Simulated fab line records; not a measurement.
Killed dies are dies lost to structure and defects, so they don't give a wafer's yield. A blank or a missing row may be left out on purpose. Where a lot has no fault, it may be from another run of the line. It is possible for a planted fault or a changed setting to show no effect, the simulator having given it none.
fab line records	flow n5-finfet	part 1 of 2: steps 1 to 3 of 6
record: lots: 20	wafers: 60	last-day: 18
route steps=1938 shown HKMG_FIN@455 GATE_CUT@490 MOL_CONTACT_COAG@526
lots with no fault: from the same line, run without faults
start-h: hours from the record's opening day to when the first of the lot's shown wafers began	wait-h: time in hours since the lot's previous step	" as in the row above	L1.1+2: several wafers, shown together as one row	- no value present, or no start provided	* or withheld: withheld	< > ~ a bound
route shown NAME@n: NAME is a module with steps in the file, n the number in the route of the first one	usual: mean/standard deviation of fault-free wafers	same: alike in all rows	chamber/n: place in a boat	sites: readings site by site	_std_site: standard deviation of those values	_edge_site: mean of outer sites minus mean of inner sites	radius-mm: for every site, how far away it sits from the centre of the wafer	mask NAME#n: copy n	behind: tool/chamber where the wafer was last shaped	hold: why the lot was held/for how many hours/how that ended	device: transistor that didn't switch, given as n, p or np	end of line: the same wafers' tests at the end of the route	step lacking rows: just its recipe	killed: at the first sort, the dies lost to defects and structure; wafer yield is something else	map: shows each die of a wafer: x if killed, . if not, _ if none is there
set.NAME: the setting the step ran with; set.NAME@STEP: the setting that earlier step ran with	model.NAME: the simulator's own value behind a step, which no gauge read
the route's steps for a sample of lots (tables are steps, rows are wafers)
services: a tool's chamber out of use, with start hour (start-h, from the record's first day; less than 0 if before it), hours out, and reason
== steps ==
step: N5_HKMG_FIN_STRIP_69
recipe: chemistry: N2/H2	power-w: 2500	temp-c: 300	h2-frac: 0.65	time-s: 360	pressure-mtorr: withheld	n2-flow-sccm: 1750	h2-flow-sccm: 3250
usual: drypump-motor-current-A: 5.8/0.32	heater-power-w: 444/43
lot.wafer	tool	chamber	start-h	wait-h	drypump-motor-current-A	heater-power-w	rf-hours-counter-h
L074.4	plasma-asher-02	1	76.91	0.3	5.8	441	-
L074.5	"	0	"	"	6.1	465	-
L074.6	"	1	"	"	5.8	436	-
L075.2	plasma-asher-02	0	83.85	0.1	6.1	468	90
L075.4	"	0	"	"	6.1	457	-
L075.6	"	0	"	"	6.1	452	-
L076.1	plasma-asher-02	0	90.57	0.1	6.1	453	92
L076.2	"	1	"	"	5.8	441	92
L076.5	"	0	"	"	6.1	452	-
L077.1	plasma-asher-02	1	96.02	0.1	5.8	447	93
L077.3	"	1	"	"	5.8	442	-
L077.5	"	1	"	"	5.8	449	-
L078.2	plasma-asher-01	1	100.58	0.1	5.6	361	39
L078.4	"	1	"	"	5.6	368	-
L078.5	"	1	"	"	5.6	355	-
L079.1	plasma-asher-01	0	107.94	0.1	5.2	504	41
L079.2	"	1	"	"	5.7	363	41
L079.6	"	1	"	"	5.7	373	-
L080.1	plasma-asher-02	1	119.66	0.1	5.8	447	97
L080.3	"	1	"	"	5.8	445	-
L080.6	"	1	"	"	5.8	434	-
L081.3	plasma-asher-02	0	120.29	0.2	6.2	458	-
L081.4	"	1	"	"	5.8	438	-
L081.5	"	0	"	"	6.1	466	-
L082.2	plasma-asher-01	1	128.44	0.1	5.6	360	45
L082.3	"	0	"	"	5.2	505	-
L082.5	"	1	"	"	5.6	365	-
L083.1	plasma-asher-02	0	129.78	0.1	6.1	463	99
L083.5	"	1	"	"	5.8	450	-
L083.6	"	0	"	"	6.1	449	-
L084.1	plasma-asher-02	0	135.80	0.2	6.2	453	101
L084.3	"	0	"	"	6.1	464	-
L084.6	"	0	"	"	6.2	465	-
L086.3	plasma-asher-01	0	151.18	0.2	5.2	515	-
L086.4	"	1	"	"	5.7	363	-
L086.5	"	1	"	"	5.7	369	-
L087.3	plasma-asher-01	1	156.34	0.2	5.7	363	-
L087.5	"	0	"	"	5.2	503	-
L087.6	"	1	"	"	5.6	363	-
L088.1	plasma-asher-02	0	161.73	0.1	6.2	452	106
L088.2	"	1	"	"	5.8	437	106
L088.5	"	0	"	"	6.1	465	-
L089.1	plasma-asher-02	0	167.73	0.1	6.1	451	107
L089.3	"	1	"	"	5.8	435	-
L089.4	"	0	"	"	6.1	446	-
L092.2	plasma-asher-01	1	186.18	0.1	5.6	347	56
L092.5	"	0	"	"	5.2	496	-
L092.6	"	1	"	"	5.7	367	-
L093.1	plasma-asher-01	0	190.54	0.1	5.2	504	57
L093.4	"	0	"	"	5.2	504	-
L093.5	"	1	"	"	5.6	364	-
L094.1	plasma-asher-02	1	197.49	0.1	5.8	445	113
L094.5	"	1	"	"	5.8	442	-
L094.6	"	0	"	"	6.1	473	-
L095.2	plasma-asher-01	0	203.19	0.1	5.2	516	59
L095.3	"	1	"	"	5.6	360	-
L095.5	"	0	"	"	5.2	497	-
L096.1	plasma-asher-02	1	213.67	0.1	5.8	439	117
L096.3	"	0	"	"	6.2	457	-
L096.5	"	1	"	"	5.8	437	-
step: N5_GATE_CUT_DESCUM_18
recipe: chemistry: O2	time-s: 7	source-power-w: 50	bias-power-w: 20	pressure-mtorr: 20	rf-frequency-hz: 2.712e+07	temp-c: 40	resist: CAR-EUV	o2-flow-sccm: 225
usual: drypump-motor-current-A: 5.7/0.38	o2-flow-sccm: 225.1/0.67	oes-product-au: 0.79/0.058	rf-vpp-V: 243.4/1.5	showerhead-plenum-p-Torr: 2.10/0.074	throttle-valve-pct: 20.33/0.2
lot.wafer	tool	chamber	start-h	wait-h	drypump-motor-current-A	o2-flow-sccm	oes-product-au	rf-hours-counter-h	rf-vpp-V	showerhead-plenum-p-Torr	throttle-valve-pct
L074.4	rie-diel-06	1	82.14	0.0	5.5	225.9	0.82	96	240.4	1.94	20.45
L074.5	"	3	"	"	5.7	226.3	0.77	-	244.8	2.17	20.21
L074.6	"	0	"	"	5.9	225.1	0.77	-	244.6	2.18	20.14
L075.2	rie-diel-03	2	91.09	0.0	6.1	223.9	0.76	140	242.3	2.00	20.00
L075.4	"	0	"	"	5.5	225.3	0.78	135	243.5	2.10	20.26
L075.6	"	1	"	"	5.4	225.7	0.94	-	242.6	2.05	20.06
L076.1	rie-diel-03	2	96.42	0.1	6.1	224.8	0.77	142	242.5	2.00	20.02
L076.2	"	1	"	"	5.4	225.9	0.94	11	243.0	2.05	20.08
L076.5	"	0	"	"	5.5	223.7	0.78	-	243.8	2.10	20.25
L077.1	rie-diel-06	2	101.90	0.0	6.1	224.7	0.80	86	242.8	2.13	20.67
L077.3	"	0	"	"	5.9	224.0	0.77	137	244.9	2.18	20.17
L077.5	"	2	"	"	6.0	225.7	0.80	-	244.1	2.13	20.68
L078.2	rie-diel-06	0	105.93	0.0	5.9	227.0	0.77	138	244.2	2.18	20.16
L078.4	"	3	"	"	5.7	225.0	0.77	-	244.6	2.17	20.25
L078.5	"	0	"	"	5.8	226.8	0.77	-	243.2	2.18	20.15
L079.1	rie-diel-06	2	113.74	0.4	6.0	225.6	0.80	90	243.4	2.13	20.66
L079.2	"	1	"	"	5.5	225.6	0.82	101	241.2	1.94	20.44
L079.6	"	3	"	"	5.7	225.0	0.76	-	244.3	2.17	20.24
L080.1	rie-diel-05	2	125.14	0.0	4.9	225.1	0.88	30	244.5	2.13	20.19
L080.3	"	0	"	"	5.6	225.8	0.71	188	243.1	2.09	20.58
L080.6	"	3	"	"	6.1	224.9	0.79	-	242.2	2.12	20.40
L081.3	rie-diel-06	1	126.16	0.0	5.5	225.5	0.81	105	241.4	1.94	20.44
L081.4	"	3	"	"	5.7	224.6	0.76	139	244.3	2.16	20.24
L081.5	"	1	"	"	5.5	225.1	0.82	-	240.1	1.94	20.45
L082.2	rie-diel-03	0	133.79	0.0	5.5	224.6	0.77	148	244.1	2.10	20.27
L082.3	"	1	"	"	5.4	224.3	0.92	23	243.2	2.04	20.10
L082.5	"	3	"	"	5.1	225.4	0.85	-	245.3	2.21	20.36
L083.1	rie-diel-06	3	135.99	0.0	5.7	225.7	0.76	142	246.1	2.16	20.26
L083.5	"	2	"	"	6.0	225.0	0.79	-	244.2	2.13	20.68
L083.6	"	3	"	"	5.6	224.5	0.77	-	244.4	2.16	20.25
L084.1	rie-diel-06	0	141.44	0.0	5.9	224.8	0.75	150	243.4	2.17	20.18
L084.3	"	1	"	"	5.5	225.1	0.81	110	240.0	1.94	20.46
L084.6	"	2	"	"	6.0	226.0	0.78	-	243.5	2.13	20.69
L086.3	rie-diel-05	3	156.94	0.0	6.1	223.8	0.79	140	242.9	2.11	20.43
L086.4	"	0	"	"	5.6	224.3	0.71	-	243.4	2.08	20.62
L086.5	"	2	"	"	4.9	224.3	0.87	-	243.3	2.13	20.22
L087.3	rie-diel-05	3	161.91	0.0	6.1	225.2	0.78	142	244.4	2.11	20.40
L087.5	"	2	"	"	4.8	225.2	0.87	-	244.2	2.13	20.22
L087.6	"	3	"	"	6.1	225.9	0.77	-	244.0	2.11	20.42
L088.1	rie-diel-06	3	167.61	0.3	5.7	224.8	0.74	154	244.9	2.16	20.27
L088.2	"	1	"	"	5.5	224.5	0.80	117	240.6	1.93	20.46
L088.5	"	2	"	"	6.0	224.5	0.78	-	243.4	2.12	20.69
L089.1	rie-diel-06	2	173.40	0.1	6.0	225.1	0.78	109	244.9	2.12	20.70
L089.3	"	0	"	"	5.9	224.8	0.74	161	245.1	2.17	20.17
L089.4	"	1	"	"	5.5	225.5	0.79	118	241.1	1.93	20.47
L092.2	rie-diel-05	0	191.66	0.1	5.6	225.1	0.70	208	243.0	2.08	20.64
L092.5	"	0	"	"	5.6	224.5	0.70	-	241.9	2.08	20.62
L092.6	"	3	"	"	6.1	225.6	0.76	-	244.7	2.11	20.44
L093.1	rie-diel-03	0	196.32	0.0	5.5	225.4	0.75	168	242.8	2.09	20.30
L093.4	"	2	"	"	6.1	224.6	0.74	171	241.1	1.99	20.05
L093.5	"	2	"	"	6.1	225.4	0.74	-	242.0	1.99	20.05
L094.1	rie-diel-06	2	202.97	0.0	6.1	225.0	0.77	117	243.6	2.12	20.72
L094.5	"	0	"	"	5.9	226.4	0.74	-	245.7	2.16	20.19
L094.6	"	1	"	"	5.5	226.5	0.79	-	241.1	1.93	20.47
L095.2	rie-diel-05	0	208.52	0.0	5.6	224.8	0.70	212	242.2	2.08	20.64
L095.3	"	3	"	"	6.1	226.0	0.75	156	244.5	2.11	20.44
L095.5	"	0	"	"	5.6	225.6	0.70	-	242.5	2.08	20.62
L096.1	rie-diel-03	1	219.00	0.0	5.4	225.1	0.87	52	242.6	2.03	20.13
L096.3	"	3	"	"	5.1	224.6	0.81	101	244.6	2.19	20.40
L096.5	"	3	"	"	5.1	225.4	0.80	-	245.4	2.20	20.40
step: N5_GATE_CUT_ETCH_28
recipe: chemistry: N2/H2	target: underlayer	target-depth-a: 130	mask-material: CAR-EUV	time-s: 10.4	ion-energy-ev: 200	pressure-mtorr: 30	source-w: 840	bias-w: 150	n2-flow-sccm: 200	h2-flow-sccm: 200	ends: cleared
usual: bias-w: 150.1/0.43	drypump-motor-current-A: 5.7/0.39	etch-rf-on-time-s: 10.35/0.27	oes-product-au: 0.68/0.05	rf-vpp-V: 524.3/2.7	showerhead-plenum-p-Torr: 2.56/0.093	throttle-valve-pct: 17.78/0.23
lot.wafer	tool	chamber	start-h	wait-h	bias-w	drypump-motor-current-A	etch-rf-on-time-s	oes-product-au	rf-hours-counter-h	rf-vpp-V	showerhead-plenum-p-Torr	throttle-valve-pct
L074.4	rie-diel-06	1	82.17	0.0	149.5	5.6	9.98	0.71	96	518.9	2.37	18.05
L074.5	"	3	"	"	150.6	5.7	10.55	0.66	-	528.8	2.65	17.68
L074.6	"	0	"	"	149.6	5.9	10.05	0.67	-	526.3	2.67	17.63
L075.2	rie-diel-03	2	91.12	0.0	150.4	6.1	10.12	0.67	140	520.4	2.45	17.48
L075.4	"	0	"	"	149.1	5.5	10.33	0.67	135	525.0	2.56	17.65
L075.6	"	1	"	"	150.3	5.4	9.96	0.82	-	524.6	2.48	17.34
L076.1	rie-diel-03	2	96.46	0.0	150.2	6.1	10.07	0.66	142	520.9	2.44	17.47
L076.2	"	1	"	"	150.0	5.4	9.98	0.81	11	522.7	2.48	17.36
L076.5	"	0	"	"	149.9	5.5	10.23	0.66	-	525.6	2.56	17.65
L077.1	rie-diel-06	2	101.94	0.0	150.2	6.1	10.39	0.69	86	523.3	2.58	18.11
L077.3	"	0	"	"	150.3	5.9	10.05	0.67	137	527.4	2.67	17.64
L077.5	"	2	"	"	150.5	6.1	10.39	0.69	-	525.7	2.58	18.12
L078.2	rie-diel-06	0	105.97	0.0	150.5	5.9	10.12	0.67	138	526.5	2.67	17.64
L078.4	"	3	"	"	150.8	5.7	10.66	0.65	-	528.1	2.65	17.70
L078.5	"	0	"	"	149.5	5.9	10.16	0.67	-	527.2	2.67	17.64
L079.1	rie-diel-06	2	113.78	0.0	150.4	6.1	10.53	0.68	90	524.7	2.58	18.12
L079.2	"	1	"	"	149.9	5.5	10.22	0.70	101	518.5	2.37	18.05
L079.6	"	3	"	"	150.8	5.7	10.74	0.64	-	529.1	2.64	17.71
L080.1	rie-diel-05	2	125.17	0.0	150.1	4.8	10.25	0.77	30	528.3	2.59	17.53
L080.3	"	0	"	"	149.7	5.6	10.64	0.61	188	524.7	2.52	17.93
L080.6	"	3	"	"	150.2	6.1	10.38	0.67	-	524.7	2.56	17.89
L081.3	rie-diel-06	1	126.19	0.0	150.1	5.5	10.15	0.70	105	518.2	2.37	18.07
L081.4	"	3	"	"	149.6	5.7	10.84	0.64	139	527.3	2.64	17.72
L081.5	"	1	"	"	150.3	5.6	10.26	0.69	-	518.4	2.37	18.07
L082.2	rie-diel-03	0	133.82	0.0	150.5	5.5	10.12	0.66	148	524.3	2.55	17.68
L082.3	"	1	"	"	150.8	5.4	9.96	0.79	23	522.3	2.47	17.37
L082.5	"	3	"	"	150.2	5.1	10.71	0.71	-	528.0	2.68	17.83
L083.1	rie-diel-06	3	136.03	0.0	150.4	5.7	10.68	0.65	142	526.9	2.64	17.71
L083.5	"	2	"	"	150.2	6.1	10.39	0.68	-	524.5	2.57	18.13
L083.6	"	3	"	"	150.4	5.7	10.57	0.65	-	526.5	2.64	17.71
L084.1	rie-diel-06	0	141.47	0.0	150.5	5.9	10.11	0.65	150	525.4	2.66	17.65
L084.3	"	1	"	"	151.0	5.5	10.00	0.70	110	519.7	2.37	18.08
L084.6	"	2	"	"	150.3	6.1	10.34	0.67	-	523.9	2.57	18.13
L086.3	rie-diel-05	3	156.97	0.0	150.2	6.1	10.35	0.67	140	524.8	2.56	17.90
L086.4	"	0	"	"	149.9	5.6	10.73	0.60	-	523.6	2.52	17.94
L086.5	"	2	"	"	149.9	4.9	10.41	0.74	-	524.8	2.59	17.52
L087.3	rie-diel-05	3	161.95	0.0	149.3	6.1	10.34	0.67	142	523.1	2.56	17.90
L087.5	"	2	"	"	149.9	4.8	10.18	0.76	-	525.1	2.59	17.57
L087.6	"	3	"	"	150.6	6.1	10.40	0.66	-	524.3	2.56	17.92
L088.1	rie-diel-06	3	167.64	0.0	149.8	5.7	10.84	0.63	154	526.1	2.64	17.74
L088.2	"	1	"	"	150.4	5.6	10.18	0.68	117	518.6	2.36	18.08
L088.5	"	2	"	"	149.6	6.1	10.54	0.67	-	524.6	2.57	18.15
L089.1	rie-diel-06	2	173.43	0.0	150.2	6.1	10.48	0.67	109	525.5	2.57	18.17
L089.3	"	0	"	"	150.1	5.9	10.08	0.66	161	526.7	2.66	17.68
L089.4	"	1	"	"	150.3	5.5	10.09	0.69	118	518.1	2.36	18.10
L092.2	rie-diel-05	0	191.70	0.0	150.1	5.6	10.77	0.60	208	522.6	2.51	17.97
L092.5	"	0	"	"	149.7	5.6	10.86	0.60	-	520.9	2.51	17.97
L092.6	"	3	"	"	149.9	6.1	10.59	0.66	-	524.6	2.55	17.92
L093.1	rie-diel-03	0	196.35	0.0	150.4	5.5	10.17	0.65	168	524.1	2.54	17.71
L093.4	"	2	"	"	150.3	6.1	9.98	0.64	171	520.9	2.43	17.54
L093.5	"	2	"	"	149.5	6.1	10.04	0.65	-	522.1	2.43	17.54
L094.1	rie-diel-06	2	203.00	0.0	149.8	6.0	10.49	0.66	117	524.6	2.56	18.16
L094.5	"	0	"	"	150.0	5.9	10.13	0.65	-	526.7	2.65	17.67
L094.6	"	1	"	"	149.0	5.6	10.12	0.68	-	519.0	2.36	18.11
L095.2	rie-diel-05	0	208.55	0.0	150.0	5.6	10.82	0.60	212	524.1	2.51	17.96
L095.3	"	3	"	"	149.9	6.1	10.52	0.65	156	524.5	2.55	17.94
L095.5	"	0	"	"	149.7	5.6	10.80	0.60	-	523.3	2.51	17.99
L096.1	rie-diel-03	1	219.03	0.0	150.8	5.4	9.89	0.75	52	524.1	2.46	17.40
L096.3	"	3	"	"	149.9	5.1	10.70	0.69	101	526.0	2.67	17.88
L096.5	"	3	"	"	150.1	5.1	10.77	0.68	-	528.1	2.67	17.86
